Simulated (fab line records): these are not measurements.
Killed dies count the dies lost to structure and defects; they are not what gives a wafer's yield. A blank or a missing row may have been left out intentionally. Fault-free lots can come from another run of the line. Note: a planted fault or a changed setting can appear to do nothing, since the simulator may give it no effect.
Chamber matching	flow n5-finfet	N5_DUMMY_GATE_ETCH_36 on rie-diel-06 has 4 sister chambers
The step etches SiARC in CF4, target depth 13 nm. 4 wafers are shown with their chamber, then 12 later ones without.

WAFERS, EACH WITH ITS CHAMBER
wafer	chamber	showerhead-plenum-p-Torr (Torr)
L082.4	3	2.11
L092.1	1	2.21
L092.2	0	2.10
L092.3	2	2.14

WAFERS WITHOUT THEIR CHAMBER
wafer	showerhead-plenum-p-Torr (Torr)
L093.2	2.14
L093.3	2.10
L093.4	2.10
L094.2	2.10
L094.3	2.14
L094.4	2.14
L096.1	2.11
L096.2	2.20
L096.4	2.10
L097.3	2.10
L097.4	2.11
L097.5	2.20

CHAMBER TAKEN BY EACH
wafer	from the rows above	in truth
L093.2	2	2
L093.3	0	0
L093.4	0	0
L094.2	0	0
L094.3	2	2
L094.4	2	2
L096.1	3	3
L096.2	1	1
L096.4	0	0
L097.3	0	0
L097.4	3	3
L097.5	1	1
Placed correctly: 12 of 12. Number that these rows cannot place: 0. 0 placed wrongly.
How it was worked out, from the rows above alone: a wafer's distance from a chamber is the root of the sum, over the readings, of the square of ((its reading less the chamber's mean) divided by the reading's scatter). If the next closest chamber is less than 2 further off than the closest, the wafer can't be placed; otherwise it belongs to the closest. Each chamber's mean is taken over the wafers shown for it. The scatter: with one shown wafer a chamber, the root of the mean of the squares of how far each hidden wafer lies from its nearest shown one.
